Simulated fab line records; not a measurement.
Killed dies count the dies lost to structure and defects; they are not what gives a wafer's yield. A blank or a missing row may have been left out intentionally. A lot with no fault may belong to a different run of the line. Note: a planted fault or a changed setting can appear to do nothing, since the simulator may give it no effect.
Which tool was responsible? -- flow nandHarc -- 6 lots, 18 wafers sampled, at 5 steps of a route of 1302

== WHAT THE GAUGES SHOWED, per wafer ==
NHARC_END_SORT_01.
lot,measured,on,killedAtArray
L649,day 29 04:23,prober-02,111 86 82

== TOOL THAT RAN EACH LOT (tool first, then ch and the chambers of the sampled wafers, then the start) ==
lot,NHARC_P_CONTACT_CVD_23,NHARC_A_BONDPAD_DESCUM_11,NHARC_THIN_TSV_ANNEAL_52,NHARC_THIN_TSV_ETCH_59
L640,"cvdW-01 ch 0,1, day 6 19:10","rieDiel-10 ch 0,1,3, day 23 18:16","rtpAnneal-02 ch 0, day 24 13:17","rieMetal-03 ch 0,1, day 24 15:21"
L642,"cvdW-02 ch 0,1, day 7 15:05","rieDiel-10 ch 0,2, day 24 07:53","rtpAnneal-02 ch 0, day 25 04:14","rieMetal-02 ch 0,1, day 25 06:20"
L649,"cvdW-01 ch 0,1, day 10 17:14","rieDiel-06 ch 1,2,3, day 27 22:26","rtpAnneal-01 ch 0, day 28 17:14","rieMetal-02 ch 0,1, day 28 19:25"
L653,"cvdW-02 ch 0,1, day 12 03:08","rieDiel-10 ch 0,2,3, day 29 00:15","rtpAnneal-01 ch 0, day 29 21:17","rieMetal-03 ch 0,1, day 29 23:29"
L656,"cvdW-02 ch 0,1, day 13 11:46","rieDiel-10 ch 2,3, day 31 00:26","rtpAnneal-02 ch 0, day 31 20:11","rieMetal-03 ch 0,1, day 31 22:28"
L661,"cvdW-01 ch 0,1, day 15 19:11","rieDiel-01 ch 0,1,3, day 33 03:01","rtpAnneal-02 ch 0, day 33 22:04","rieMetal-03 ch 0,1, day 34 00:19"
- NHARC_P_CONTACT_CVD_23: deposits W, target thk 200 nm, time 557 s.
- NHARC_A_BONDPAD_DESCUM_11: chemistry O2, time 3 s.
- NHARC_THIN_TSV_ANNEAL_52: time 90 s.
- NHARC_THIN_TSV_ETCH_59: etches the open film in Cl2/BCl3, target depth 880 nm, time 138.1 s.

== THE ANSWER, worked out from the rows above alone ==
Rule: usual is defined by the lots themselves. Put in order of their means at a reading, lots are off if they are a third of the lots or fewer, leave a main group of 4 or more, and stand apart from it by a gap of 3 or more times the standard deviation of the main group's means; of several such gaps the widest counts. A main group is skipped when, at the precision printed for the reading in the tables above, its means are all equal. A lot without any number at a reading at which 4 lots or more have one is off too. Any other lot the step has rows for is counted as sound.
Nothing can be told from this: no lot is off at any reading shown.

== WHAT HAD BEEN PUT IN BY THE SIMULATOR ==
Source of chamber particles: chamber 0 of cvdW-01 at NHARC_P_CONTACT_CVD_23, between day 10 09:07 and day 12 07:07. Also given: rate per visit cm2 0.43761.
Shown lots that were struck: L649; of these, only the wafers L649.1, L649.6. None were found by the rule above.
